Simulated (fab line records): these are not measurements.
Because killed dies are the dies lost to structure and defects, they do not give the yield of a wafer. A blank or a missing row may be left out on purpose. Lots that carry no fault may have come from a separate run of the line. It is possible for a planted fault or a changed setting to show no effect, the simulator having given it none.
Struck lot and sound lot, side by side || flow n5_finfet || 16 steps out of a route of 1938
Sound: the wafers L931.1, L931.2, L931.4. Struck: wafer L936.5; the same lot's L936.2 was not struck, so it is left out; see the end for the cause.
For every step that has rows: the tool of each side, followed by ch and its chambers, followed by its first start. Under that, the readings that differ: sound wafers || struck wafers || difference of the means || sigmas: that difference in standard deviations of wafers without a fault.
alike: readings with means less than 2 such deviations apart, plus words and numbers identical on both sides. not compared: withheld readings, readings lacking a value on some wafer, bounds such as >300 that could conceal the same value, and numbers that have no deviation in the record and whose values overlap.
The two part at a step that has a row with sigmas, a row that says differs or no value, or rows on one side only. Numbers that have no deviation but don't overlap get no sigmas and don't part them. A reading that every wafer of one side lacks parts them only if that side has two wafers or more.

first, 4 steps without rows for these wafers: N5_BEOL_M3_SOFTBAKE_23 (time 60 s); N5_BEOL_M3_EXPOSE_25 (exposes mask V2, defocus 5 nm); N5_BEOL_M3_PEB_26 (peb time 60 s); N5_BEOL_M3_DEVELOP_27 (develop time 30 s).
N5_BEOL_M3_CD_MEAS_28: target cd 25.7 nm, target cd y 23.3 nm.
  sound on cd_sem-03 ch 0, day 7 09:18; struck on cd_sem-03 ch 0, day 9 02:37
  alike: cd_nm
N5_BEOL_M3_OVL_MEAS_29:
  sound on overlay-02 ch 0, day 7 09:20; struck on overlay-02 ch 0, day 9 02:38
  alike: V2_OVL
N5_BEOL_M3_INSPECT_30: inspects for defects (brightfield).
  sound on defect_inspect-02 at day 7 09:23; struck on defect_inspect-01 at day 9 02:42
  alike: raw_defect_count
N5_BEOL_M3_DESCUM_33: chemistry O2, time 7 s.
  sound on rie_diel-06 ch 1,2,3, day 7 09:25; struck on rie_diel-02 ch 0, day 9 02:44
{"reading": "bias_power_w (W)", "sound": "19.98 20.04 20.05", "struck": 19.89, "difference": -0.13, "sigmas": -2}
  alike: drypump_motor_current_A, oes_product_au, rf_vpp_V, showerhead_plenum_p_Torr, throttle_valve_pct
  not compared: rf_hours_counter_h
N5_BEOL_M3_ETCH_77: etches underlayer in N2/H2, target depth 6.5 nm, time 5.2 s.
  sound on rie_diel-06 ch 1,2,3, day 7 09:28; struck on rie_diel-02 ch 0, day 9 02:46
{"reading": "oes_product_au (a.u.)", "sound": "0.62 0.85 0.75", "struck": 0.57, "difference": -0.17, "sigmas": -2}
  alike: drypump_motor_current_A, etch_rf_on_time_s, rf_vpp_V, showerhead_plenum_p_Torr, throttle_valve_pct
  not compared: rf_hours_counter_h
N5_BEOL_M3_ETCH_69: etches SiARC in CF4, target depth 15.6 nm, time 26 s.
  sound on rie_diel-06 ch 1,2,3, day 7 09:28; struck on rie_diel-02 ch 0, day 9 02:47
{"reading": "oes_product_au (a.u.)", "sound": "0.64 0.88 0.76", "struck": 0.58, "difference": -0.18, "sigmas": -2}
  alike: drypump_motor_current_A, etch_rf_on_time_s, rf_vpp_V, showerhead_plenum_p_Torr, throttle_valve_pct
  not compared: rf_hours_counter_h
N5_BEOL_M3_ALD_98: deposits SiO2, target thk 2.5 nm, pulse time 1 s, co reactant pulse time 1 s.
  sound on ald_sin-03 ch 0,1,2, day 7 09:34; struck on ald_sin-03 ch 3, day 9 03:01
  alike: heater_power_w, precursor_pulse_height_rel, susceptor_temp_C
N5_BEOL_M3_ETCHBACK_99: etches SiO2 in CHF3, target depth 5 nm, time 10.4 s.
  sound on rie_diel-06 ch 0,2,3, day 7 10:10; struck on rie_diel-06 ch 1, day 9 03:23
  alike: drypump_motor_current_A, oes_f_703_au, oes_product_au, rf_vpp_V, showerhead_plenum_p_Torr, throttle_valve_pct
  not compared: rf_hours_counter_h
N5_BEOL_M3_ETCH_70: etches SOC in N2/H2, target depth 80 nm, overetch 16 nm, time 120 s.
  sound on rie_diel-06 ch 0,2,3, day 7 10:12; struck on rie_diel-06 ch 1, day 9 03:25
{"reading": "model.SiARC_of_BEOL_M3_COAT_68.thk_nm (nm)", "sound": "6.6 6.2 6.6", "struck": 8, "difference": "+2", "sigmas": ""}
  alike: drypump_motor_current_A, oes_product_au, rf_vpp_V, showerhead_plenum_p_Torr, throttle_valve_pct
  not compared: rf_hours_counter_h
then, 1 step without rows for these wafers: N5_BEOL_M3_STRIP_71 (strips in N2/H2).
N5_BEOL_M4_RC_MEAS_101:
  sound on prober-01 ch 0, day 8 08:12; struck on prober-01 ch 0, day 9 22:22
  alike: DIBL_N, DIBL_P, IOFF_N, IOFF_P, ION_N, ION_P, SS_N, SS_P, VT_N, VT_P
-- record jumps: 4 days separate the struck wafers' starts on either side; left off in module BEOL_M4, taken up again in module PASSIVATION, whose first shown step is the route's number 1936 --
N5_PASSIVATION_PROBE_49:
  the record has rows for the struck wafers here (prober-02, day 14 05:46) and none for the sound ones

WHERE THEY PART
Earliest at N5_BEOL_M3_DESCUM_33; latest, in this record, at N5_PASSIVATION_PROBE_49.

WHY: what had been put in by the simulator
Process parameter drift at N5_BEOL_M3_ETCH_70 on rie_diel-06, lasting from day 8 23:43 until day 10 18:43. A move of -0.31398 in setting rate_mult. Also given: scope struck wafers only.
